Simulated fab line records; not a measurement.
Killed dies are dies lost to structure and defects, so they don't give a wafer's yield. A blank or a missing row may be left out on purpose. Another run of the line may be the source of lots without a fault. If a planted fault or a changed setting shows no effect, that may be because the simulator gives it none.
A lot that was struck, set against a sound lot :: flow n5 finfet :: 37 steps out of a route of 1938
Sound: the wafers L711.2, L711.3, L711.4. The struck wafers were L721.1, L721.3, L721.4. The cause is given at the end.
Order at every step that has rows: each side's tool, ch and its chambers, its first start. Under that, the readings that differ: sound wafers :: struck wafers :: difference of the means :: sigmas: that difference in standard deviations of wafers without a fault.
alike: words and numbers the same on both sides, and readings whose means are apart by under 2 such deviations; not compared: readings that were withheld, readings missing a value for some wafer, numbers with overlapping values and no deviation given by the record, and bounds like >300 which may hide the same value.
Wherever a step has rows on one side only, a row that says differs or no value, or a row with sigmas, the two part there. When numbers do not overlap yet have no deviation, they are printed without sigmas and do not part them. A reading that every wafer of one side lacks parts them only if that side has two wafers or more.

first, 9 steps without rows for these wafers: N5_BEOL_M9_SURFACE_TREAT_79; N5_BEOL_M9_CVD_78 (deposits Co from CCTBA/H2, target thk 2 nm, time 138.9 s); N5_BEOL_M9_SPUTTER_48 (material Cu, target thk 12 nm, time 2 s); N5_BEOL_M9_ECD_50 (material Cu, target thk 318 nm); N5_BEOL_M9_ANNEAL_51 (time 90 s); N5_BEOL_M9_CMP_52 (polishes, stops on SiCOH lowk, t overpolish 7 s, target thk 140 nm); N5_BEOL_M9_PRE_CLEAN_55 (time 15 s); N5_BEOL_M9_DEP_56 (deposits SiCN from 3MS/NH3, target thk 15 nm, time 26.5 s); N5_BEOL_M10_ILD_DEP_00 (deposits SiCOH lowk from DEMS/porogen, target thk 308.51 nm, time 58 s).
N5_BEOL_M10_CURE_71: cures SiCOH lowk, time 240 s.
  sound on uv cure-03 ch 2, day 10 21:59; struck on uv cure-03 ch 2, day 13 22:41
  no value came back on the struck wafers for lamp power pct (%), run length s (s), wafer_temp_C_max; on the sound wafers lamp power pct (%) reads 52.28 52.39 52.28
reading: model.SiCOH_lowk_of_BEOL_M10_ILD_DEP_00.thk nm (nm)
sound: 267 261.4 268.2
struck: 307.2 310.2 311.2
difference: +44.0
sigmas: 
N5_BEOL_M10_THK_MEAS_01:
  sound on film metro-01 at day 10 22:25; struck on film metro-01 at day 13 23:13
reading: M10_ILD_THK (nm)
sound: 267 261 268
struck: 307 310 311
difference: +44
sigmas: +15
then, 24 steps without rows for these wafers: N5_BEOL_M10_PECVD_70 (deposits SiO2 from TEOS/O2, target thk 20 nm, time 22.7 s); N5_BEOL_M10_HM_DEP_02 (deposits TiN, target thk 20 nm); N5_BEOL_M10_COAT_59 (time 60 s, resist thk 100 nm); N5_BEOL_M10_COAT_60 (time 60 s, resist thk 30 nm); N5_BEOL_M10_COAT_05 (resist thk 90 nm); N5_BEOL_M10_EBR_07; N5_BEOL_M10_SOFTBAKE_06 (time 60 s); N5_BEOL_M10_EXPOSE_08 (exposes mask M10); N5_BEOL_M10_PEB_09 (peb time 60 s); N5_BEOL_M10_DEVELOP_10 (develop time 30 s); N5_BEOL_M10_DESCUM_16 (chemistry O2, time 7.9 s); N5_BEOL_M10_ETCH_61 (etches SiARC in CF4, target depth 39 nm, time 65 s); N5_BEOL_M10_ETCH_62 (etches SOC in N2/H2, target depth 110 nm, overetch 22 nm, time 165 s); N5_BEOL_M10_STRIP_68 (strips in N2/H2); N5_BEOL_M10_STRIP_67 (strips in CF4); N5_BEOL_M10_HM_OPEN_17 (chemistry Cl2/BCl3, target TiN, target depth 20 nm, overetch 6 nm); N5_BEOL_M10_STRIP_19 (strips in O2); N5_BEOL_M10_COAT_63 (time 60 s, resist thk 100 nm); N5_BEOL_M10_COAT_64 (time 60 s, resist thk 30 nm); N5_BEOL_M10_COAT_22 (resist thk 90 nm); N5_BEOL_M10_EBR_24; N5_BEOL_M10_SOFTBAKE_23 (time 60 s); N5_BEOL_M10_EXPOSE_25 (exposes mask V9); N5_BEOL_M10_PEB_26 (peb time 60 s).
N5_BEOL_M10_CMP_52: polishes, stops on SiCOH lowk, t overpolish 7 s, target thk 140 nm.
  sound on cmp-01 ch 0,1,3, day 11 03:44; struck on cmp-03 ch 0,2,3, day 14 05:44
reading: model.SiCOH_lowk_of_BEOL_M10_ILD_DEP_00.thk nm (nm)
sound: 264 258.4 265.2
struck: 304.2 307.2 308.2
difference: +44.0
sigmas: 
  alike: motor current A
-- the record jumps here: 2 days lie between the struck wafers' starts before and after (it left off in module BEOL_M10 and takes up again in module PASSIVATION, whose first step shown is number 1936 of the route) --
N5_PASSIVATION_PROBE_49:
  sound on prober-02 at day 13 03:35; struck on prober-02 at day 16 06:41
reading: defect limited yield (%)
sound: 93.6 92.6 93.6
struck: 89.4 88.7 87.2
difference: -4.8
sigmas: -3

reading: killed_at_M0_to_M3
sound: 30 29 28
struck: 50 59 47
difference: +23
sigmas: +2

reading: killed dies
sound: 75 87 76
struck: 125 133 151
difference: +57
sigmas: +3

reading: killed open
sound: 50 62 49
struck: 87 87 101
difference: +38
sigmas: +3

reading: sort_bin_5_function (%)
sound: 3.8 4.4 3.9
struck: 6.6 6.2 7.8
difference: +2.8
sigmas: +3

reading: sort_bin_6_memory (%)
sound: 2.5 2.5 2.4
struck: 3.8 4.6 4.7
difference: +1.9
sigmas: +2

reading: sort n pass
sound: 1105 1093 1104
struck: 1055 1047 1029
difference: -57
sigmas: -3

reading: sort yield pct (%)
sound: 93.6 92.6 93.6
struck: 89.4 88.7 87.2
difference: -4.8
sigmas: -3
  alike: killed_at_M4_up, killed at contacts, killed at front end, killed at other, killed short, sort_bin_4_leakage, sort_bin_8_speed

WHERE THEY PART
At N5_BEOL_M10_CURE_71 first; at N5_PASSIVATION_PROBE_49 last (within this record only).

WHY: the cause the simulator had injected
At N5_BEOL_M10_CURE_71, the step was skipped entirely on uv cure-03 from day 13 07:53 on. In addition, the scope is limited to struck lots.
